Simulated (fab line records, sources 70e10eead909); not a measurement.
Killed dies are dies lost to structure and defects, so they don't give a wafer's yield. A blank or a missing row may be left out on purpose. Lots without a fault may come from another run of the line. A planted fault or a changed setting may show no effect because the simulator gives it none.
One fault seen from 2 desks | flow nand_harc | each desk has only its own numbers; what lay behind them comes last

THE TOOL OWNER'S DESK: rie_diel-01
The tool's own readings at NHARC_A_SLIT_ETCH_29 (etches the open film in CF4/O2, target depth 100 nm, overetch 10 nm, time 55 s): means of the sampled wafers that have a number, for each lot that ran on this tool. A lot is out of limits, marked OUT, if its mean lies more than 4 standard deviations from the usual mean; the brackets give that distance.
Columns: A = bias_w at NHARC_A_SLIT_ETCH_29, usual 100.0 W; B = cf4_flow_sccm at NHARC_A_SLIT_ETCH_29, usual 80.01 sccm; C = drypump_motor_current_A at NHARC_A_SLIT_ETCH_29, usual 5.7 A; D = oes_product_au at NHARC_A_SLIT_ETCH_29, usual 0.999 a.u.; E = rf_vpp_V at NHARC_A_SLIT_ETCH_29, usual 197.2 V; F = showerhead_plenum_p_Torr at NHARC_A_SLIT_ETCH_29, usual 1.30 Torr; G = throttle_valve_pct at NHARC_A_SLIT_ETCH_29, usual 13.398 %
lot  | first seen here | A     | B     | C   | D     | E     | F    | G
L877 | day 20 05:59    | 100.0 | 79.82 | 5.6 | 1.005 | 197.5 | 1.31 | 13.397
L881 | day 23 07:22    | 100.0 | 79.84 | 5.6 | 0.998 | 197.8 | 1.32 | 13.395
L887 | day 25 11:25    | 100.1 | 79.95 | 5.7 | 0.996 | 197.2 | 1.31 | 13.390
L891 | day 26 20:18    | 100.4 | 80.08 | 5.6 | 0.982 | 198.1 | 1.32 | 13.405
L895 | day 29 02:40    | 100.1 | 80.25 | 5.9 | 1.002 | 197.2 | 1.32 | 13.391
L897 | day 29 07:34    | 100.2 | 80.23 | 5.4 | 0.982 | 198.0 | 1.32 | 13.405
This desk's finding: nothing out of limits on any of the 6 lots.

THE METROLOGY DESK
What the gauges read, lot by lot, whatever tool the lot ran on: means of the sampled wafers that have a number. A lot is out of limits, marked OUT, if its mean lies more than 4 standard deviations from the usual mean; the brackets give that distance.
Columns: A = cd_nm at NHARC_A_SLIT_CD_MEAS_21, usual 289.2 nm
lot  | first seen here | A
L877 | day 20 06:31    | 289.9
L876 | day 20 11:47    | 288.4
L882 | day 23 00:51    | 287.1
L881 | day 23 07:54    | 289.8
L887 | day 25 11:58    | 289.6
L889 | day 26 00:08    | 289.4
L890 | day 26 03:09    | 289.2
L892 | day 26 12:19    | 289.4
L891 | day 26 20:49    | 289.6
L894 | day 28 04:38    | 289.2
L895 | day 29 03:11    | 289.3
L897 | day 29 08:05    | 288.9
L896 | day 29 11:50    | 290.5
This desk's finding: nothing out of limits on any of the 13 lots.

PUT TOGETHER
The tool owner's desk saw nothing out of limits.
The metrology desk saw nothing out of limits.

WHAT THE SIMULATOR HAD PUT IN
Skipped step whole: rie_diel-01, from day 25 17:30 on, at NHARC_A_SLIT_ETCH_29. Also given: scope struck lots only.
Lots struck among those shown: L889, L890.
